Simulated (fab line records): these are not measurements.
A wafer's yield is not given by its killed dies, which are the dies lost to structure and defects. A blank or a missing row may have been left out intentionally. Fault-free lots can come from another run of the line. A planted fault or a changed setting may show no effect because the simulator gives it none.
Lot-split experiment + flow n5Finfet + route with 1938 steps; 7 lots, 39 wafers read

== ABOUT THE SPLIT ==
At N5_GATE_CUT_ETCH_58 (etches SiNx in CH3F/O2, target depth 17 nm, time 128.6 s), the setting biasW was moved away from the recipe's 21 W on 18 of the 39 wafers read, by -16.0% to +15.4%. This setting was run at the recipe's value on the other wafers.

Reading taken at the split's own step.

== THE READING ==
rfVppV, in V, at N5_GATE_CUT_ETCH_58 (etches SiNx in CH3F/O2, target depth 17 nm, time 128.6 s). Typical for fault-free wafers on this fab line: 99.1 V, with standard deviation 0.92 V.

| wafer  | tool, chamber at the split | biasW as run, W | against the recipe | rfVppV, V | against lot-mates on the recipe |
|--------|----------------------------|-----------------|--------------------|-----------|---------------------------------|
| L078.1 | rieDiel-02, 2              | 23.83           | +13.5%             | 108.3     | +9.9                            |
| L078.2 | rieDiel-02, 3              | 21              | recipe             | 97.9      | -                               |
| L078.3 | rieDiel-02, 0              | 21              | recipe             | 99.1      | -                               |
| L078.4 | rieDiel-02, 1              | 23.83           | +13.5%             | 107.5     | +9.1                            |
| L078.5 | rieDiel-02, 2              | 23.83           | +13.5%             | 107.9     | +9.5                            |
| L078.6 | rieDiel-02, 3              | 21              | recipe             | 98.2      | -                               |
| L081.1 | rieDiel-06, 0              | 24.23           | +15.4%             | 109.8     | +10.3                           |
| L081.2 | rieDiel-06, 3              | 21              | recipe             | 99.7      | -                               |
| L081.3 | rieDiel-06, 1              | 21              | recipe             | 99.3      | -                               |
| L081.4 | rieDiel-06, 0              | 24.23           | +15.4%             | 108.0     | +8.5                            |
| L081.5 | rieDiel-06, 3              | 21              | recipe             | 99.6      | -                               |
| L081.6 | rieDiel-06, 1              | 24.23           | +15.4%             | 109.3     | +9.8                            |
| L086.1 | rieDiel-02, 1              | 21              | recipe             | 98.2      | -                               |
| L086.2 | rieDiel-02, 0              | 19.6            | -6.7%              | 95.0      | -3.2                            |
| L086.3 | rieDiel-02, 3              | 19.6            | -6.7%              | 94.2      | -4.0                            |
| L086.4 | rieDiel-02, 2              | 19.6            | -6.7%              | 95.4      | -2.8                            |
| L086.5 | rieDiel-02, 2              | 21              | recipe             | 99.0      | -                               |
| L086.6 | rieDiel-02, 3              | 21              | recipe             | 97.5      | -                               |
| L089.1 | rieDiel-06, 0              | 21              | recipe             | 98.7      | -                               |
| L089.2 | rieDiel-06, 3              | 17.76           | -15.4%             | 89.8      | -9.8                            |
| L089.3 | rieDiel-06, 2              | 17.76           | -15.4%             | 88.8      | -10.8                           |
| L089.4 | rieDiel-06, 1              | 21              | recipe             | 99.4      | -                               |
| L089.5 | rieDiel-06, 2              | 21              | recipe             | 100.6     | -                               |
| L089.6 | rieDiel-06, 1              | 17.76           | -15.4%             | 89.3      | -10.3                           |
| L088.1 | rieDiel-06, 2              | 21              | recipe             | 99.0      | -                               |
| L088.3 | rieDiel-06, 3              | 21              | recipe             | 98.8      | -                               |
| L088.4 | rieDiel-06, 0              | 21              | recipe             | 99.1      | -                               |
| L093.1 | rieDiel-02, 3              | 21              | recipe             | 98.0      | -                               |
| L093.2 | rieDiel-02, 0              | 17.63           | -16.0%             | 90.1      | -8.6                            |
| L093.3 | rieDiel-02, 2              | 21              | recipe             | 99.2      | -                               |
| L093.4 | rieDiel-02, 1              | 21              | recipe             | 98.8      | -                               |
| L093.5 | rieDiel-02, 0              | 17.63           | -16.0%             | 88.0      | -10.7                           |
| L093.6 | rieDiel-02, 1              | 17.63           | -16.0%             | 87.5      | -11.2                           |
| L097.1 | rieDiel-06, 0              | 21              | recipe             | 98.2      | -                               |
| L097.2 | rieDiel-06, 1              | 23.15           | +10.2%             | 106.1     | +7.8                            |
| L097.3 | rieDiel-06, 3              | 21              | recipe             | 98.0      | -                               |
| L097.4 | rieDiel-06, 2              | 23.15           | +10.2%             | 104.1     | +5.8                            |
| L097.5 | rieDiel-06, 2              | 23.15           | +10.2%             | 106.1     | +7.8                            |
| L097.6 | rieDiel-06, 1              | 21              | recipe             | 98.7      | -                               |

FIT RESULTS
A straight line over all 39 wafers: rfVppV changes by +0.645 V for each +1% of biasW; r = +0.99; the points scatter about the line by 0.76 V.
The same after taking each lot's own level away (the mean of its wafers on the recipe; 39 wafers): +0.65 V for each +1%; r = +0.99; scatter 0.74 V.
That fit puts the effect of the largest move of biasW on the reading at 10 V.
Measured against the standard deviation above, the lots' own levels, which go from 98.23 to 99.57 V, span 1.4 times it.
Hence the lot-to-lot level has little effect on the slope; both slopes agree.
Check: for one of the wafers moved furthest among these (-16.0%), held out of the fit, the line's prediction against its lot-mates is -10.5 V. Against them it came out at -8.57 V.
Tool readings at the split's step, against how far the setting was moved: rfVppV r = +0.99.

== OTHER SPLITS APPLIED TO THESE WAFERS ==
Before the reading, these wafers also passed through other splits. Each is held against what the fit with the lots' levels taken away leaves over:
| other split on the same wafers | wafers away from the commonest value | r with rfVppV (lot level and that fit taken away) |
|--------------------------------|--------------------------------------|---------------------------------------------------|
| N5_FIN_CUT_ETCH_21 timeS       | 15                                   | -0.14                                             |
| N5_DUMMY_GATE_ETCH_32 timeS    | 12                                   | +0.06                                             |
| N5_SD_EPI_N_EPI_21 tempC       | 15                                   | +0.40                                             |
| N5_HKMG_FIN_ALD_79 aldCycles   | 15                                   | +0.02                                             |

== THE WHOLE CHAIN: every reading that the file lists as answering this split, in the file's order ==
| step                | what it does                                             | reading                                                       | change (the file's fit)                | r (the file's) |
|---------------------|----------------------------------------------------------|---------------------------------------------------------------|----------------------------------------|----------------|
| N5_GATE_CUT_ETCH_58 | etches SiNx in CH3F/O2, target depth 17 nm, time 128.6 s | rfVppV                                                        | +0.65 V for each +1% of the setting    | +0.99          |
| N5_GATE_CUT_ETCH_58 | etches SiNx in CH3F/O2, target depth 17 nm, time 128.6 s | etch.depthNm (the simulator's own value, which no gauge read) | +0.0747 nm for each +1% of the setting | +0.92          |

== FILE'S OWN FIT ==
rfVppV changes by +0.65 V for each +1% of biasW, r = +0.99.
